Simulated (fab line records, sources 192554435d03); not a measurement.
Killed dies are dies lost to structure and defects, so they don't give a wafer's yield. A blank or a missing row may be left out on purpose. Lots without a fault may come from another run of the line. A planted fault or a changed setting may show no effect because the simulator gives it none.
Problem report in the 8D (eight disciplines) form, filled by code | flow n5_finfet | the parts of the form that need people (team, actions taken, sign-off) are left out

1. THE PROBLEM
bias_w at N5_MIM_TOP_ETCH_ETCH_00 reads a mean of 144.0 W on 3 wafers of 2 lots; wafers without a fault read 126.0 W with a standard deviation of 0.38. That is +47 standard deviations from the usual mean.
The step: etches TiN in Cl2/BCl3, target depth 38.5 nm.
First seen on wafer L777.4, day 15 20:07, on rie_metal-02. The record holds 18 wafers of 6 lots with a number at this step. Rule for "out", or "out of limits": more than 4 standard deviations from the usual mean. The other wafers with a number count as sound.

2. WHAT IT IS AND WHAT IT IS NOT
question                    | is                     | is not
which readings at this step | bias_w                 | bcl3_flow_sccm, drypump_motor_current_A, mfc_cl2_sccm, oes_product_au, throttle_valve_pct
which lots                  | L776, L777             | L767, L775, L786, L788
which wafers of those lots  | L776.1, L776.3, L777.4 | L776.4, L777.1, L777.3
read on which tools         | rie_metal-02           | rie_metal-01, rie_metal-03
when                        | from day 15 20:07      | up to then (8 sound wafers); but 7 sound wafers of L776, L786, L788 came after

3. SUSPECTS, AND WHAT RULES EACH OUT
Counting: a tool at a process step up to the reading stays a suspect if it ran every lot that is out. Sound lots after the first of them don't rule it out here, since some wafers of a struck lot are sound.
- rie_diel-06 at N5_MIM_TOP_LITHO_DESCUM_10 (chemistry O2, time 7.9 s): kept. It ran every lot that is out, first L777 (day 15 20:02).
- rie_metal-02 at N5_MIM_TOP_ETCH_ETCH_00 (etches TiN in Cl2/BCl3, target depth 38.5 nm): kept. It ran every lot that is out, first L777 (day 15 20:07); its last sound lot up to then is L775 (day 14 09:35). Its own readings are out on those wafers: bias_w.
- Within rie_metal-02 at N5_MIM_TOP_ETCH_ETCH_00: the wafers that are out ran in chamber 1; their sound lot-mates ran in chamber 0.
Left after counting: rie_diel-06 at N5_MIM_TOP_LITHO_DESCUM_10, rie_metal-02 at N5_MIM_TOP_ETCH_ETCH_00.

4. THE CAUSE (what the simulator had put in)
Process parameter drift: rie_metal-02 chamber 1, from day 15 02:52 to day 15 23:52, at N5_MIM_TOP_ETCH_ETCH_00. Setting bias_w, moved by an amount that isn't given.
Counting left 2 suspects, and this tool is among them.

5. THE CHAIN OF EFFECTS, in route order
Each row: a reading whose mean over the struck wafers that have a number lies more than 3 standard deviations from the usual. Only readings for which the record gives a usual standard deviation are gone through. hours: the time from each lot's start at the first step in this table that gives one to its start at this step, as a median over the lots. sigmas: the change in usual standard deviations.
hours | step                    | reading | usual   | on struck wafers | change | sigmas
0     | N5_MIM_TOP_ETCH_ETCH_00 | bias_w  | 126.0 W | 144.0            | +18.0  | +47
The process steps in it:
- N5_MIM_TOP_ETCH_ETCH_00: etches TiN in Cl2/BCl3, target depth 38.5 nm.

6. WHAT WOULD HAVE CAUGHT IT SOONER
In this record the first reading out of limits was taken at day 15 20:07, 17 hours after the fault began at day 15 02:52.
